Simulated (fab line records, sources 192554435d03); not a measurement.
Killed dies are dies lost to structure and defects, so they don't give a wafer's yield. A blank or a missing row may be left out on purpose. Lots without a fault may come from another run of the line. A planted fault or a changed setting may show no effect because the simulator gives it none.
Chamber matching | flow n5_finfet | N5_MOL_CONTACT_COAG_CMP_28 on cmp-01: 4 sister chambers
The step polishes, stops on SiNx, t overpolish 0.85 s, target thk 14.522 nm. 4 wafers are shown with their chamber, then 9 later ones without.

WAFERS WITH THEIR CHAMBER
wafer  | chamber | motor_current_A (A)
L081.6 | 2       | 10.5
L083.1 | 0       | 12.9
L085.4 | 1       | 11.5
L085.5 | 3       | 13.0

WAFERS WITHOUT THEIR CHAMBER
wafer  | motor_current_A (A)
L086.2 | 12.5
L086.3 | 10.5
L086.6 | 11.7
L091.2 | 11.6
L091.5 | 10.5
L091.6 | 12.1
L094.3 | 10.9
L094.4 | 12.1
L094.6 | 12.3

WHICH CHAMBER EACH WENT THROUGH
wafer  | from the rows above          | in truth
L086.2 | can't be placed: 0 or 3 or 1 | 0
L086.3 | 2                            | 2
L086.6 | 1                            | 1
L091.2 | 1                            | 1
L091.5 | 2                            | 2
L091.6 | can't be placed: 1 or 0 or 3 | 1
L094.3 | can't be placed: 2 or 1      | 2
L094.4 | can't be placed: 1 or 0 or 3 | 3
L094.6 | can't be placed: 0 or 3 or 1 | 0
Placed correctly: 4 of 9. Can't be placed from these rows: 5 (the true chamber is among the candidates in 5). Placed wrongly: 0.
How it was worked out, from the rows above alone: a wafer's distance from a chamber is the root of the sum, over the readings, of the square of ((its reading less the chamber's mean) divided by the reading's scatter). The wafer belongs to the nearest chamber; if the next one is less than 2 further off, it can't be placed. A chamber's mean is the mean of its shown wafers. The scatter: with one shown wafer a chamber, the root of the mean of the squares of how far each hidden wafer lies from its nearest shown one.
